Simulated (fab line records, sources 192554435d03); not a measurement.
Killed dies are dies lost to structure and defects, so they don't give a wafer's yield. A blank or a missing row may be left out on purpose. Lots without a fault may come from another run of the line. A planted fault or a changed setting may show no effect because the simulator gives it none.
fab line records | flow n5_finfet
record lots=7 wafers=21
route steps=1938 shown BEOL_M11@1573 BEOL_M12@1637 BEOL_M13@1665
start_h: hours from the record's first day to the start of the lot's first wafer shown | wait_h: hours since the lot's step before | " the same as in the row above | L1.1+2: a row that stands for several wafers | - no value, or no start given | * or withheld: withheld | < > ~ a bound
route shown NAME@n: a module of which the file shows steps, and the number in the route of the first | usual: mean/standard deviation of fault-free wafers | same: alike in all rows | chamber/n: place in a boat | sites: the reading at each site | _std_site: their standard deviation | _edge_site: outer sites' mean less inner sites' | radius_mm: how far each site lies from the wafer's centre | mask NAME#n: copy n | behind: the tool/chamber that last shaped the wafer | hold: why the lot was held/for how many hours/how that ended | device: the transistor (n, p or np) that didn't switch | end of line: the same wafers' tests at the end of the route | a step without rows: its recipe alone | killed: dies lost to structure and defects at the first sort, not the wafer's yield | map: a wafer's dies, x killed, . not, _ none there
set.NAME: the setting as run; set.NAME@STEP: as run at that earlier step | model.NAME: the simulator's own value behind a step, which no gauge read
lots whose settings were changed on purpose; a table a step, a row a wafer
## steps
# step N5_BEOL_M11_ETCH_66
# recipe chemistry=N2/H2 target=SOC target_depth_a=1200 overetch_a=240 mask_material=SiARC temp_c=40 time_s=180 ion_energy_ev=200 pressure_mtorr=30 source_w=840 bias_w=150 n2_flow_sccm=200 h2_flow_sccm=200
# columns lot.wafer tool chamber start_h wait_h set.time_s model.SiARC_of_BEOL_M11_COAT_64.thk_nm
L079.2 rie_diel-02 3 239.51 0.0 180 23.2
L079.3+5 " 0 " " 180 23
L077.1 rie_diel-04 0 239.60 0.0 180 22.8
L077.3 " 1 " " 180 22.6
L077.5 " 1 " " 207.6 21.6
L078.1+6 rie_diel-05 2 241.96 0.0 180 23
L078.2 " 0 " " 180 22.8
L080.1 rie_diel-02 1 265.89 0.0 180 22.6
L080.2 " 2 " " 164 23.4
L080.6 " 3 " " 180 22.8
L084.2+5 rie_diel-02 2 282.87 0.1 163.1 23.6
L084.6 " 1 " " 180 22.8
L083.3+4+6 rie_diel-02 1,2,2 286.23 0.1 180 22.8
L090.1 rie_diel-04 2 327.05 0.0 160.5 23.6
L090.5 " 1 " " 180 22.8
L090.6 " 0 " " 180 22.6
# step N5_BEOL_M11_TRENCH_ETCH_37
# recipe chemistry=C4F6/O2 target_depth_a=1488.3 target=SiCOH_lowk time_s=48 ion_energy_ev=250 pressure_mtorr=30 source_w=345 bias_w=185 Ar_flow_sccm=300 C4F6_flow_sccm=10 O2_flow_sccm=10
# usual rf_vpp_V=664/9.6
# columns lot.wafer tool chamber start_h wait_h set.source_w rf_vpp_V model.etch.depth_nm model.BEOL_M11.feature_depth_nm
L079.2 rie_diel-02 3 - - 319.9 685 141.4 141.4
L079.3 " 0 " " 319.9 699 145.6 145.6
L079.5 " 0 " " 345 674 148.8 148.8
L077.1 rie_diel-04 0 - - 302.1 719 141 141
L077.3 " 1 " " 302.1 725 139.3 139.2
L077.5 " 1 " " 345 678 147.5 147.4
L078.1 rie_diel-05 2 - - 290.6 709 133.1 133
L078.2 " 0 " " 345 667 148.2 148.2
L078.6 " 2 " " 345 651 142.3 142.4
L080.1 rie_diel-02 1 - - 345 668 149.7 149.8
L080.2 " 2 " " 398.8 619 154.4 154.4
L080.6 " 3 " " 398.8 611 155.4 155.4
L084.2 rie_diel-02 2 - - 345 666 145.6 145.6
L084.5 " 2 " " 374.9 639 150.3 150.4
L084.6 " 1 " " 345 668 149.1 149.2
L083.3 rie_diel-02 1 - - 345 667 149.3 149.4
L083.4 " 2 " " 345 666 146.4 146.4
L083.6 " 2 " " 345 667 146.2 146.2
L090.1 rie_diel-04 2 - - 406.4 608 158.4 158.4
L090.5 " 1 " " 345 677 147.2 147.2
L090.6 " 0 " " 406.4 618 155.9 155.8
# step N5_BEOL_M11_ETCH_41
# recipe chemistry=CH3F/O2 target=SiCN target_depth_a=426 taper_deg=2 time_s=86 ion_energy_ev=120 mask_material=TiN pressure_mtorr=30 source_w=395 bias_w=75 Ar_flow_sccm=150 CH3F_flow_sccm=30 O2_flow_sccm=20
# step N5_BEOL_M11_STRIP_77
# recipe chemistry=N2/H2 time_s=10 power_w=450 temp_c=40 pressure_mtorr=20 rf_frequency_hz=6e+07 bias_power_w=7 n2_flow_sccm=200 h2_flow_sccm=200
# step N5_BEOL_M11_OCD_MEAS_38
# usual trench_depth_nm=147.7/2.6
# columns lot.wafer tool chamber start_h wait_h set.source_w@BEOL_M11_TRENCH_ETCH_37 trench_depth_nm
L079.2 ocd-02 - 239.92 - 319.9 141.7
L079.3 " - " " 319.9 145.5
L079.5 " - " " 345 148.4
L077.1 ocd-01 - 240.00 - 302.1 140.8
L077.3 " - " " 302.1 138.6
L077.5 " - " " 345 147.5
L078.1 ocd-02 - 242.37 - 290.6 133.2
L078.2 " - " " 345 148.6
L078.6 " - " " 345 142.5
L080.1 ocd-02 - 266.29 - 345 149.7
L080.2 " - " " 398.8 154.0
L080.6 " - " " 398.8 155.6
L084.2 ocd-02 - 283.46 - 345 145.9
L084.5 " - " " 374.9 149.8
L084.6 " - " " 345 149.2
L083.3 ocd-01 - 286.77 - 345 149.1
L083.4 " - " " 345 146.3
L083.6 " - " " 345 146.0
L090.1 ocd-02 - 327.46 - 406.4 158.3
L090.5 " - " " 345 147.0
L090.6 " - " " 406.4 155.9
# step N5_BEOL_M12_ETCH_68
# recipe chemistry=N2/H2 target=SOC mask_material=SiARC source_w=3000 bias_w=350 temp_c=40 time_s=285 ion_energy_ev=200 pressure_mtorr=30 n2_flow_sccm=200 h2_flow_sccm=200
# columns lot.wafer tool chamber start_h wait_h set.time_s model.SiARC_of_BEOL_M12_COAT_66.thk_nm
L079.2 rie_diel-01 0 246.14 0.1 264.8 87.8
L079.3+5 " 3,1 " " 285 85.2
L077.1 rie_diel-06 3 246.39 0.1 285 86.2
L077.3 " 2 " " 245.2 89.4
L077.5 " 0 " " 285 86.4
L078.1 rie_diel-06 0 247.29 0.1 285 85.2
L078.2 " 3 " " 222.8 90.4
L078.6 " 3 " " 285 86
L080.1 rie_diel-06 1 270.67 0.1 243.6 89.2
L080.2 " 0 " " 285 86
L080.6 " 3 " " 285 86.2
L084.2 rie_diel-03 3 288.28 0.1 261.1 87.8
L084.5 " 1 " " 285 86.8
L084.6 " 3 " " 285 85.8
L083.3 rie_diel-01 3 291.77 0.1 285 86.2
L083.4 " 0 " " 285 86.8
L083.6 " 3 " " 285 86.6
L090.1 rie_diel-01 1 333.41 0.1 285 86
L090.5 " 2 " " 285 86.2
L090.6 " 1 " " 264 87.6
# step N5_BEOL_M12_TRENCH_ETCH_34
# recipe chemistry=C4F8/O2/Ar target=SiOC target_depth_a=3189.5 mask_material=SOC pressure_mtorr=30 source_w=3000 bias_w=700 Ar_flow_sccm=400 C4F8_flow_sccm=15 O2_flow_sccm=8 he_inner_torr=15 he_outer_torr=30 time_s=125.5 ion_energy_ev=250
# columns lot.wafer tool chamber start_h wait_h set.time_s model.etch.depth_nm
L079.2 rie_diel-01 0 246.32 0.0 107.1 266.1
L079.3 " 3 " " 125.5 322.9
L079.5 " 1 " " 125.5 325.9
L077.1 rie_diel-06 3 246.57 0.0 125.5 314.7
L077.3 " 2 " " 125.5 320.2
L077.5 " 0 " " 125.5 315.7
L078.1 rie_diel-06 0 247.48 0.0 125.5 317.1
L078.2 " 3 " " 125.5 312.4
L078.6 " 3 " " 115 284.4
L080.1 rie_diel-06 1 270.85 0.0 125.5 320.1
L080.2 " 0 " " 125.5 318.5
L080.6 " 3 " " 133.8 333.2
L084.2 rie_diel-03 3 288.46 0.0 125.5 326.4
L084.5 " 1 " " 125.5 312
L084.6 " 3 " " 125.5 329.7
L083.3 rie_diel-01 3 291.95 0.0 125.5 320.2
L083.4 " 0 " " 125.5 313.4
L083.6 " 3 " " 125.5 319.9
L090.1 rie_diel-01 1 333.59 0.0 103.3 263.5
L090.5 " 2 " " 125.5 318.6
L090.6 " 1 " " 103.3 264.6
# step N5_BEOL_M12_STRIP_70
# recipe chemistry=C4F8/O2/Ar resist=SiARC rf_frequency_hz=6e+07
# step N5_BEOL_M12_OCD_MEAS_35
# usual trench_depth_nm=320/5.5
# columns lot.wafer tool chamber start_h wait_h set.time_s@BEOL_M12_TRENCH_ETCH_34 trench_depth_nm
L079.2 ocd-02 - 246.48 0.0 107.1 266
L079.3 " - " " 125.5 323
L079.5 " - " " 125.5 326
L077.1 ocd-01 - 246.72 0.0 125.5 314
L077.3 " - " " 125.5 321
L077.5 " - " " 125.5 316
L078.1 ocd-02 - 247.63 0.0 125.5 317
L078.2 " - " " 125.5 312
L078.6 " - " " 115 284
L080.1 ocd-01 - 271.01 0.0 125.5 320
L080.2 " - " " 125.5 319
L080.6 " - " " 133.8 333
L084.2 ocd-02 - 288.61 0.0 125.5 326
L084.5 " - " " 125.5 312
L084.6 " - " " 125.5 330
L083.3 ocd-01 - 292.11 0.0 125.5 321
L083.4 " - " " 125.5 313
L083.6 " - " " 125.5 320
L090.1 ocd-02 - 333.74 0.0 103.3 264
L090.5 " - " " 125.5 319
L090.6 " - " " 103.3 264
# step N5_BEOL_M12_STRIP_37
# recipe chemistry=N2/H2 power_w=1000 temp_c=250 h2_frac=0.65 overash_fraction=0.3 pressure_mtorr=withheld n2_flow_sccm=1750 h2_flow_sccm=3250
# step N5_BEOL_M12_ETCH_38
# recipe chemistry=CF4/N2 target=SiCN target_depth_a=687 taper_deg=2 time_s=73.4 ion_energy_ev=150 mask_material=SiO2 pressure_mtorr=40 source_w=430 bias_w=70 Ar_flow_sccm=100 cf4_flow_sccm=60 n2_flow_sccm=60
# step N5_BEOL_M12_ECD_47
# recipe material=Cu target_thk_a=7200
# step N5_BEOL_M12_ANNEAL_48
# recipe temp_c=225 time_s=90 ambient=N2
# step N5_BEOL_M12_CMP_49
# recipe stop_on=SiOC t_overpolish_s=20.6 down_force_psi=1 platen_rpm=50 clearing_platen_down_force_psi=1.5 clearing_platen_rpm=50 post_cmp_clean=cu_alkaline target_thk_nm=320 clearing_platen_pad_velocity_m_s=0.99484 pad_velocity_m_s=0.99484
# columns lot.wafer tool chamber start_h wait_h set.time_s@BEOL_M12_TRENCH_ETCH_34 model.Cu_of_BEOL_M12_ECD_47.thk_nm
L079.3 cmp-04 0 248.20 0.3 125.5 325.2
L079.2 " 1 " " 107.1 266.6
L079.5 " 3 " " 125.5 328
L077.3 cmp-04 2 248.65 0.2 125.5 320.8
L077.1 " 0 " " 125.5 315.2
L077.5 " 3 " " 125.5 317.2
L078.2 cmp-04 0 250.24 0.2 125.5 312
L078.1 " 1 " " 125.5 314.6
L078.6 " 0 " " 115 283
L080.2 cmp-04 0 274.25 0.2 125.5 321.4
L080.1 " 1 " " 125.5 321
L080.6 " 0 " " 133.8 334
L084.2 cmp-01 3 291.05 0.2 125.5 326.2
L084.6 " 2 " " 125.5 330
L084.5 " 3 " " 125.5 311.4
L083.4 cmp-01 2 293.23 0.1 125.5 313.4
L083.3 " 3 " " 125.5 320.8
L083.6 " 3 " " 125.5 320.4
L090.1 cmp-01 1 340.92 0.3 103.3 265.2
L090.6 " 1 " " 103.3 266.2
L090.5 " 2 " " 125.5 319.6
# step N5_BEOL_M12_THK_MEAS_50
# recipe thk_meas_gauge=xrf reads=Cu_of_BEOL_M12_ECD_47
# usual M12_THK=326/6
# columns lot.wafer tool chamber start_h wait_h set.time_s@BEOL_M12_TRENCH_ETCH_34 M12_THK[nm]
L079.2 film_metro-01 - 248.46 - 107.1 271
L079.3 " - " " 125.5 330
L079.5 " - " " 125.5 334
L077.1 film_metro-02 - 248.94 - 125.5 319
L077.3 " - " " 125.5 325
L077.5 " - " " 125.5 321
L078.1 film_metro-01 - 250.53 - 125.5 321
L078.2 " - " " 125.5 319
L078.6 " - " " 115 290
L080.1 film_metro-02 - 274.54 - 125.5 325
L080.2 " - " " 125.5 327
L080.6 " - " " 133.8 338
L084.2 film_metro-02 - 291.31 - 125.5 330
L084.5 " - " " 125.5 316
L084.6 " - " " 125.5 333
L083.3 film_metro-01 - 293.52 - 125.5 332
L083.4 " - " " 125.5 322
L083.6 " - " " 125.5 331
L090.1 film_metro-01 - 341.21 - 103.3 269
L090.5 " - " " 125.5 325
L090.6 " - " " 103.3 270
# step N5_BEOL_M12_PRE_CLEAN_52
# recipe gas=NH3 time_s=15 temp_c=withheld rf_power_w=300
# step N5_BEOL_M12_DEP_53
# recipe material=SiCN target_thk_a=300 temp_c=withheld precursor=3MS/NH3 pressure_torr=3 rf_w=675 time_s=10.5
# step N5_BEOL_M12_RS_MEAS_54
# recipe thk_meas_gauge=four-point-probe reads=Cu_of_BEOL_M12_ECD_47+Ta_of_BEOL_M12_SPUTTER_44+TaN_of_BEOL_M12_SPUTTER_43
# usual M12_RS=0.0598/0.0011
# columns lot.wafer tool chamber start_h wait_h set.time_s@BEOL_M12_TRENCH_ETCH_34 M12_RS[ohm/sq]
L079.2 film_metro-02 - 248.58 0.0 107.1 0.0725
L079.3 " - " " 125.5 0.0591
L079.5 " - " " 125.5 0.0586
L077.1 film_metro-02 - 249.07 0.0 125.5 0.0610
L077.3 " - " " 125.5 0.0599
L077.5 " - " " 125.5 0.0605
L078.1 film_metro-02 - 250.66 0.0 125.5 0.0611
L078.2 " - " " 125.5 0.0616
L078.6 " - " " 115 0.0682
L080.1 film_metro-01 - 274.67 0.0 125.5 0.0598
L080.2 " - " " 125.5 0.0597
L080.6 " - " " 133.8 0.0573
L084.2 film_metro-02 - 291.44 0.0 125.5 0.0588
L084.5 " - " " 125.5 0.0618
L084.6 " - " " 125.5 0.0582
L083.3 film_metro-01 - 293.68 0.0 125.5 0.0598
L083.4 " - " " 125.5 0.0612
L083.6 " - " " 125.5 0.0599
L090.1 film_metro-02 - 341.34 0.1 103.3 0.0729
L090.5 " - " " 125.5 0.0600
L090.6 " - " " 103.3 0.0727
# step N5_BEOL_M13_EXPOSE_07
# recipe mask_id=V12 na=0.93 source_shape=conventional sigma_outer=0.6 polarization=unpolarized attpsm_phase_deg=180 dose_mj=24.8
# columns lot.wafer tool chamber start_h wait_h mask set.dose_mj
L079.2+5 krf_scanner-01 0 248.93 - V12#0 23.86
L079.3 " 0 " " V12#0 24.8
L077.1+3+5 krf_scanner-02 0 249.54 - V12#0 24.8
L078.1+6 krf_scanner-01 0 251.13 - V12#0 24.8
L078.2 " 0 " " V12#0 23.36
L080.1+2 krf_scanner-01 0 275.14 - V12#0 24.8
L080.6 " 0 " " V12#0 25.45
L084.2+6 krf_scanner-01 0 291.79 - V12#0 24.8
L084.5 " 0 " " V12#0 26.08
L083.3+4+6 krf_scanner-01 0 294.03 - V12#0 24.8
L090.1 krf_scanner-01 0 341.81 - V12#0 24.8
L090.5+6 " 0 " " V12#0 24.02
# step N5_BEOL_M13_PEB_08
# recipe peb_temp_c=130 peb_time_s=90
# step N5_BEOL_M13_DEVELOP_09
# recipe develop_time_s=45 rinse_liquid=diw dry=air_spin dev_temp_c=21
# step N5_BEOL_M13_HARDBAKE_14
# recipe temp_c=130 time_s=120
# step N5_BEOL_M13_CD_MEAS_10
# recipe target_cd_nm=190 landing_energy_ev=500 detector=se_inlens polarity=opening
# usual cd_nm=188.5/1.9
# columns lot.wafer tool chamber start_h wait_h set.dose_mj@BEOL_M13_EXPOSE_07 cd_nm
L079.2 cd_sem-02 0 249.10 - 23.86 186.3
L079.3 " 0 " " 24.8 189.5
L079.5 " 0 " " 23.86 186.0
L077.1 cd_sem-02 0 249.71 - 24.8 187.0
L077.3 " 0 " " 24.8 187.8
L077.5 " 0 " " 24.8 188.1
L078.1 cd_sem-01 0 251.30 - 24.8 187.1
L078.2 " 0 " " 23.36 181.0
L078.6 " 0 " " 24.8 188.4
L080.1 cd_sem-03 0 275.31 - 24.8 188.2
L080.2 " 0 " " 24.8 190.1
L080.6 " 0 " " 25.45 193.3
L084.2 cd_sem-03 0 291.95 - 24.8 189.1
L084.5 " 0 " " 26.08 193.7
L084.6 " 0 " " 24.8 187.3
L083.3 cd_sem-03 0 294.20 - 24.8 189.3
L083.4 " 0 " " 24.8 188.0
L083.6 " 0 " " 24.8 188.1
L090.1 cd_sem-02 0 341.98 - 24.8 189.4
L090.5 " 0 " " 24.02 183.2
L090.6 " 0 " " 24.02 186.0
# step N5_BEOL_M13_ETCH_59
# recipe chemistry=N2/H2 target=BARC target_depth_a=890 overetch_a=267 time_s=67.9 ion_energy_ev=200 pressure_mtorr=30 source_w=840 bias_w=150 n2_flow_sccm=200 h2_flow_sccm=200
# columns lot.wafer tool chamber start_h wait_h set.time_s model.coat_of_BEOL_M13_COAT_04.thk_nm
L079.2 rie_diel-05 1 249.22 0.0 67.9 321
L079.3 " 3 " " 67.9 319
L079.5 " 0 " " 62.55 322.6
L077.1 rie_diel-04 0 249.83 0.0 61.3 324
L077.3 " 1 " " 67.9 317.4
L077.5 " 3 " " 67.9 313.8
L078.1 rie_diel-02 3 251.42 0.0 54.6 331
L078.2 " 1 " " 54.6 331.8
L078.6 " 1 " " 67.9 319
L080.1 rie_diel-05 3 275.43 0.0 72.13 311.4
L080.2 " 2 " " 72.13 314.4
L080.6 " 2 " " 67.9 318.4
L084.2 rie_diel-05 2 292.42 0.0 67.9 317.6
L084.5 " 3 " " 67.9 315.2
L084.6 " 2 " " 67.9 318.2
L083.3+4 rie_diel-02 0 294.32 0.0 67.9 319.2
L083.6 " 1 " " 67.9 319
L090.1 rie_diel-04 2 342.15 0.0 67.9 316.8
L090.5 " 1 " " 67.9 318.6
L090.6 " 2 " " 55.33 328
# step N5_BEOL_M13_VIA_ETCH_16
# recipe chemistry=C4F8/O2/Ar target=SiOC pressure_mtorr=30 source_w=3000 bias_w=700 Ar_flow_sccm=400 C4F8_flow_sccm=15 O2_flow_sccm=8 he_inner_torr=15 he_outer_torr=30 target_depth_a=9217 time_s=withheld ion_energy_ev=250 ends=cleared
# step N5_BEOL_M13_STRIP_63
# recipe chemistry=N2/H2 power_w=1000 temp_c=250 h2_frac=0.65 overash_fraction=0.3 pressure_mtorr=1000 n2_flow_sccm=1750 h2_flow_sccm=3250
# step N5_BEOL_M13_STRIP_71
# recipe chemistry=post_etch_residue_remover time_s=60 temp_c=25 remover_ph=withheld remover_water_wt_pct=withheld remover_fluoride_wt_pct=withheld
# step N5_BEOL_M13_SRD_72
# recipe time_s=30 temp_c=23 rinse_liquid=diw dry=n2_spin spin_rpm=1500 dry_time_s=30
# step N5_BEOL_M13_CD_MEAS_17
# recipe target_cd_nm=190 polarity=opening
# usual cd_nm=189.0/2.2
# columns lot.wafer tool chamber start_h wait_h set.dose_mj@BEOL_M13_EXPOSE_07 cd_nm
L079.2 cd_sem-03 - 249.75 0.0 23.86 185.8
L079.3 " - " " 24.8 187.7
L079.5 " - " " 23.86 184.6
L077.1 cd_sem-01 - 250.33 0.0 24.8 185.7
L077.3 " - " " 24.8 187.1
L077.5 " - " " 24.8 189.7
L078.1 cd_sem-03 - 251.92 0.0 24.8 184.7
L078.2 " - " " 23.36 179.9
L078.6 " - " " 24.8 189.1
L080.1 cd_sem-03 - 275.96 0.0 24.8 188.3
L080.2 " - " " 24.8 191.0
L080.6 " - " " 25.45 194.4
L084.2 cd_sem-02 - 292.91 0.0 24.8 188.2
L084.5 " - " " 26.08 193.5
L084.6 " - " " 24.8 187.0
L083.3 cd_sem-03 - 294.81 0.0 24.8 191.2
L083.4 " - " " 24.8 189.6
L083.6 " - " " 24.8 189.5
L090.1 cd_sem-02 - 342.66 0.0 24.8 187.4
L090.5 " - " " 24.02 182.3
L090.6 " - " " 24.02 182.0
# step N5_BEOL_M13_SPUTTER_44
# recipe material=Ta target_thk_a=100 temp_c=50 bias_v=80 power_w=15000 chamber_pressure_pa=0.07 time_s=16.13
# columns lot.wafer tool chamber start_h wait_h set.power_w model.Ta_of_BEOL_M13_SPUTTER_44.thk_nm
L079.2 pvd_sputter-02 - 252.66 0.0 15950 10.8
L079.3+5 " - " " 15000 10
L077.1 pvd_sputter-02 - 253.02 0.0 13360 8.8
L077.3 " - " " 15000 10
L077.5 " - " " 15000 9.8
L078.1+2 pvd_sputter-01 - 254.61 0.0 15000 10
L078.6 " - " " 15000 10.2
L080.1+6 pvd_sputter-01 - 278.28 0.0 15000 10
L080.2 " - " " 14270 9.6
L084.2+5+6 pvd_sputter-03 - 300.26 0.0 15000 10
L083.3+4+6 pvd_sputter-01 - 301.30 0.0 15000 10
L090.1+5 pvd_sputter-01 - 344.16 0.0 15000 10
L090.6 " - " " 16680 11.2
## key
split step=N5_BEOL_M11_ETCH_66 setting=time_s stated=180 by=wafer
response step=N5_BEOL_M11_ETCH_66 reading=model.SiARC_of_BEOL_M11_COAT_64.thk_nm change=-0.0777 per=1% r=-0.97
split step=N5_BEOL_M11_TRENCH_ETCH_37 setting=source_w stated=345 by=wafer
response step=N5_BEOL_M11_TRENCH_ETCH_37 reading=rf_vpp_V change=-3.37 per=1% r=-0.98
response step=N5_BEOL_M11_TRENCH_ETCH_37 reading=model.etch.depth_nm change=+0.555 per=1% r=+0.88
response step=N5_BEOL_M11_TRENCH_ETCH_37 reading=model.BEOL_M11.feature_depth_nm change=+0.554 per=1% r=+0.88
response step=N5_BEOL_M11_OCD_MEAS_38 reading=trench_depth_nm change=+0.554 per=1% r=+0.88
split step=N5_BEOL_M12_ETCH_68 setting=time_s stated=285 by=wafer
response step=N5_BEOL_M12_ETCH_68 reading=model.SiARC_of_BEOL_M12_COAT_66.thk_nm change=-0.222 per=1% r=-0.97
split step=N5_BEOL_M12_TRENCH_ETCH_34 setting=time_s stated=125.5 by=wafer
response step=N5_BEOL_M12_TRENCH_ETCH_34 reading=model.etch.depth_nm change=+3.37 per=1% r=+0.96
response step=N5_BEOL_M12_OCD_MEAS_35 reading=trench_depth_nm change=+3.38 per=1% r=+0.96
response step=N5_BEOL_M12_CMP_49 reading=model.Cu_of_BEOL_M12_ECD_47.thk_nm change=+3.38 per=1% r=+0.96
response step=N5_BEOL_M12_THK_MEAS_50 reading=M12_THK change=+3.44 per=1% r=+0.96
response step=N5_BEOL_M12_RS_MEAS_54 reading=M12_RS change=-0.000782 per=1% r=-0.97
split step=N5_BEOL_M13_EXPOSE_07 setting=dose_mj stated=24.8 by=wafer
response step=N5_BEOL_M13_CD_MEAS_10 reading=cd_nm change=+1.16 per=1% r=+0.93
response step=N5_BEOL_M13_CD_MEAS_17 reading=cd_nm change=+1.19 per=1% r=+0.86
split step=N5_BEOL_M13_ETCH_59 setting=time_s stated=67.9 by=wafer
response step=N5_BEOL_M13_ETCH_59 reading=model.coat_of_BEOL_M13_COAT_04.thk_nm change=-0.618 per=1% r=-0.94
split step=N5_BEOL_M13_SPUTTER_44 setting=power_w stated=15000 by=wafer
response step=N5_BEOL_M13_SPUTTER_44 reading=model.Ta_of_BEOL_M13_SPUTTER_44.thk_nm change=+0.105 per=1% r=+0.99
